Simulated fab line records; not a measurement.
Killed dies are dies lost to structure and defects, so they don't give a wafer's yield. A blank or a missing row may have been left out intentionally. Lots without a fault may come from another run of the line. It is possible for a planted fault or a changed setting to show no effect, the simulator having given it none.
Matching of chambers :: flow nand-harc :: NHARC_A_SGD_CUT_DESCUM_14 on rie-diel-11 has 4 sister chambers
The step chemistry O2, time 3 s. 4 wafers are shown with their chamber, then 8 later ones without.

== WAFERS WITH THEIR CHAMBER ==
wafer: L089.1
chamber: 2
showerhead-plenum-p-Torr (Torr): 1.97

wafer: L089.4
chamber: 1
showerhead-plenum-p-Torr (Torr): 2.03

wafer: L089.6
chamber: 3
showerhead-plenum-p-Torr (Torr): 1.94

wafer: L091.2
chamber: 0
showerhead-plenum-p-Torr (Torr): 1.79

== WAFERS MISSING THEIR CHAMBER ==
wafer: L091.5
showerhead-plenum-p-Torr (Torr): 2.02

wafer: L091.6
showerhead-plenum-p-Torr (Torr): 1.97

wafer: L093.3
showerhead-plenum-p-Torr (Torr): 1.97

wafer: L093.4
showerhead-plenum-p-Torr (Torr): 1.79

wafer: L093.5
showerhead-plenum-p-Torr (Torr): 1.97

wafer: L097.1
showerhead-plenum-p-Torr (Torr): 1.79

wafer: L097.4
showerhead-plenum-p-Torr (Torr): 1.94

wafer: L097.5
showerhead-plenum-p-Torr (Torr): 1.79

== EACH ONE'S CHAMBER ==
wafer: L091.5
from the rows above: 1
in truth: 1

wafer: L091.6
from the rows above: 2
in truth: 2

wafer: L093.3
from the rows above: 2
in truth: 2

wafer: L093.4
from the rows above: 0
in truth: 0

wafer: L093.5
from the rows above: 2
in truth: 2

wafer: L097.1
from the rows above: 0
in truth: 0

wafer: L097.4
from the rows above: 3
in truth: 3

wafer: L097.5
from the rows above: 0
in truth: 0
Correct placement for 8 of the 8. Not placeable from these rows: 0. Placed wrongly: 0.
How it was worked out, from the rows above alone: a wafer's distance from a chamber is the root of the sum, over the readings, of the square of ((its reading less the chamber's mean) divided by the reading's scatter). If the next closest chamber is less than 2 further off than the closest, the wafer can't be placed; otherwise it belongs to the closest. A chamber's mean is the mean of its shown wafers. The scatter (one wafer shown for each chamber): square how far every hidden wafer sits from the nearest shown wafer, average those squares and take the square root.
